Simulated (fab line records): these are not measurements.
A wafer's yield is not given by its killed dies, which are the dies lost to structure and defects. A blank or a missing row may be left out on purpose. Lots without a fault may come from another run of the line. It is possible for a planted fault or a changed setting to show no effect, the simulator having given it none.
What tool caused it? ; flow nand-harc ; Sampling: 13 lots, 39 wafers, 5 of 1302 route steps

== WHAT THE GAUGES READ, wafer by wafer ==
NHARC_P_STI_OVL_MEAS_10.
lot;measured;on;overlay-x-nm (nm);overlay-y-nm (nm)
L221;day 3 02:20;overlay-02;3 2 3;1 1 1
L223;day 3 12:43;overlay-02;1 1 1;-8 -8 -8
L222;day 3 12:53;overlay-01;-4 -4 -4;-1 -1 -1
L224;day 4 03:21;overlay-01;11 11 11;-3 -3 -3
L225;day 4 11:28;overlay-02;14 15 14;-2 -3 -3
L227;day 5 07:38;overlay-02;-2 -3 -2;-4 -4 -4
L228;day 5 17:29;overlay-02;-1 0 -1;-3 -3 -3
L230;day 6 16:16;overlay-01;-2 -2 -2;7 7 7
L240;day 10 18:02;overlay-02;3 3 4;3 4 4
L241;day 11 05:05;overlay-01;2 3 2;-2 -2 -2
L242;day 11 14:15;overlay-01;0 1 0;-1 -1 0
L243;day 12 01:26;overlay-01;6 6 7;-3 -3 -3
L244;day 12 09:11;overlay-01;-1 -1 -2;8 7 8

NHARC_P_GATE_CD_MEAS_11 targets a cd of 1640 nm.
lot;measured;on;cd-nm (nm)
L221;day 4 14:00;cd-sem-02;1641.8 1639.1 1640.0
L223;day 5 03:05;cd-sem-01;1641.6 1641.9 1640.0
L222;day 5 03:14;cd-sem-03;1640.4 1641.5 1640.0
L224;day 5 17:18;cd-sem-03;1642.0 1641.0 1640.9
L225;day 5 21:56;cd-sem-02;1640.2 1642.0 1641.0
L227;day 6 21:28;cd-sem-03;1638.3 1638.2 1637.1
L228;day 7 14:14;cd-sem-03;1638.9 1639.8 1640.3
L230;day 8 07:04;cd-sem-01;- - -
L240;day 12 05:43;cd-sem-02;1638.9 1638.7 1638.5
L241;day 12 15:35;cd-sem-01;1641.8 1640.7 1641.7
L242;day 13 03:34;cd-sem-02;1638.6 1636.3 1640.5
L243;day 13 15:35;cd-sem-03;1643.1 1641.2 1638.3
L244;day 13 22:20;cd-sem-03;1637.3 1638.3 1638.1

== WHAT TOOL EACH LOT RAN ON (gives the tool, then ch and the chambers of the sampled wafers, and finally the start) ==
lot;NHARC_P_STI_ETCH_15;NHARC_P_STI_CMP_21;NHARC_P_GATE_EXPOSE_08
L221;rie-si-04 ch 0,1,3, day 3 02:52;cmp-02 ch 1,2, day 3 21:27;krf-scanner-02 ch 0, day 4 13:51
L223;rie-si-06 ch 1,2, day 3 13:11;cmp-04 ch 0,1, day 4 10:16;krf-scanner-03 ch 0, day 5 02:56
L222;rie-si-04 ch 1,2,3, day 3 13:21;cmp-02 ch 0,2,3, day 4 10:19;krf-scanner-02 ch 0, day 5 03:04
L224;rie-si-01 ch 0,2,3, day 4 03:47;cmp-01 ch 0,1, day 4 23:13;krf-scanner-03 ch 0, day 5 17:08
L225;rie-si-04 ch 1,3, day 4 11:57;cmp-04 ch 0,3, day 5 05:07;krf-scanner-03 ch 0, day 5 21:47
L227;rie-si-01 ch 0,2,3, day 5 08:05;cmp-04 ch 0,2,3, day 6 01:52;krf-scanner-03 ch 0, day 6 21:19
L228;rie-si-01 ch 2,3, day 5 17:56;cmp-01 ch 1,2,3, day 6 18:38;krf-scanner-02 ch 0, day 7 14:05
L230;rie-si-04 ch 0,3, day 6 16:42;cmp-02 ch 1,2,3, day 7 13:10;krf-scanner-01 ch 0, day 8 06:54
L240;rie-si-04 ch 0,1,2, day 10 18:32;cmp-04 ch 0,2,3, day 11 11:53;krf-scanner-01 ch 0, day 12 05:34
L241;rie-si-01 ch 0,1,3, day 11 05:34;cmp-01 ch 1,2, day 11 23:22;krf-scanner-01 ch 0, day 12 15:26
L242;rie-si-04 ch 0,1,2, day 11 14:42;cmp-04 ch 0,1,3, day 12 10:59;krf-scanner-02 ch 0, day 13 03:25
L243;rie-si-01 ch 1,2, day 12 01:53;cmp-02 ch 0,1,3, day 12 22:35;krf-scanner-02 ch 0, day 13 15:26
L244;rie-si-06 ch 0,2,3, day 12 09:40;cmp-01 ch 2,3, day 13 03:09;krf-scanner-01 ch 0, day 13 22:12
- NHARC_P_STI_ETCH_15: etches the open film in HBr/Cl2, target depth 300 nm, time 100.1 s.
- NHARC_P_STI_CMP_21: polishes, t overpolish 20 s, target thk 380.67 nm.
- NHARC_P_GATE_EXPOSE_08: exposes mask P HV.

== WHAT THE TOOLS THEMSELVES READ (means of the sampled wafers that have a number; where no wafer has one, the mark that the record gives instead) ==
NHARC_P_STI_ETCH_15.
lot;tool;drypump-motor-current-A (A);oes-product-au (a.u.);rf-fwd-power-W (W);throttle-valve-pct (%)
L221;rie-si-04;5.9;0.998;396.7;26.396
L223;rie-si-06;5.8;0.990;397.3;26.408
L222;rie-si-04;5.7;0.993;397.7;26.410
L224;rie-si-01;5.7;1.000;397.7;26.410
L225;rie-si-04;5.8;0.989;396.8;26.399
L227;rie-si-01;5.7;1.002;397.7;26.407
L228;rie-si-01;5.2;1.003;397.4;26.412
L230;rie-si-04;6.2;0.994;398.6;26.406
L240;rie-si-04;5.8;1.006;396.8;26.416
L241;rie-si-01;5.5;1.014;398.4;26.407
L242;rie-si-04;5.8;1.000;397.3;26.409
L243;rie-si-01;5.3;1.002;397.5;26.393
L244;rie-si-06;5.8;1.007;396.8;26.406

NHARC_P_STI_CMP_21.
lot;tool;motor-current-A (A);overpolish-run-s (s)
L221;cmp-02;11.5;19.990
L223;cmp-04;12.3;19.999
L222;cmp-02;11.6;20.003
L224;cmp-01;11.9;20.006
L225;cmp-04;11.7;20.009
L227;cmp-04;11.3;19.985
L228;cmp-01;11.8;20.004
L230;cmp-02;11.4;20.000
L240;cmp-04;11.8;19.996
L241;cmp-01;11.0;20.003
L242;cmp-04;12.4;19.997
L243;cmp-02;12.2;19.996
L244;cmp-01;11.3;19.990

NHARC_P_GATE_EXPOSE_08.
lot;tool;stage-vel-mm-s (mm/s)
L221;krf-scanner-02;499.78
L223;krf-scanner-03;499.92
L222;krf-scanner-02;499.82
L224;krf-scanner-03;499.61
L225;krf-scanner-03;500.03
L227;krf-scanner-03;499.89
L228;krf-scanner-02;499.57
L230;krf-scanner-01;500.04
L240;krf-scanner-01;499.84
L241;krf-scanner-01;500.21
L242;krf-scanner-02;500.15
L243;krf-scanner-02;500.04
L244;krf-scanner-01;500.06

== THE ANSWER, worked out from the rows above alone ==
Rule: what is usual is taken from the lots themselves. Put in order of their means at a reading, lots are off if they are a third of the lots or fewer, leave a main group of 4 or more, and stand apart from it by a gap of 3 or more times the standard deviation of the main group's means; of several such gaps the widest counts. Not used: any main group whose means are identical at the precision the tables above print for the reading. A lot without any number at a reading at which 4 lots or more have one is off too. All remaining lots with rows at the step are treated as sound. The gauges are gone through in route order, then the tools' own readings, and for those a lot's mean is taken as printed above. The first step at which some lot is off is used, and at that step the reading that is off furthest; a lot without a number counts as furthest.
Off: L230 (NHARC_P_GATE_CD_MEAS_11, cd-nm). Without a number there: L230. For the main group the mean is 1639.9 nm and the standard deviation 1.3.
If a tool, at a process step before that reading, ran all the lots that are off and no sound lot after the first of them, it fits. Those tools and the gauges at NHARC_P_GATE_CD_MEAS_11 are tried in the same way. None of those tried fits.

== WHAT THE SIMULATOR HAD PUT IN ==
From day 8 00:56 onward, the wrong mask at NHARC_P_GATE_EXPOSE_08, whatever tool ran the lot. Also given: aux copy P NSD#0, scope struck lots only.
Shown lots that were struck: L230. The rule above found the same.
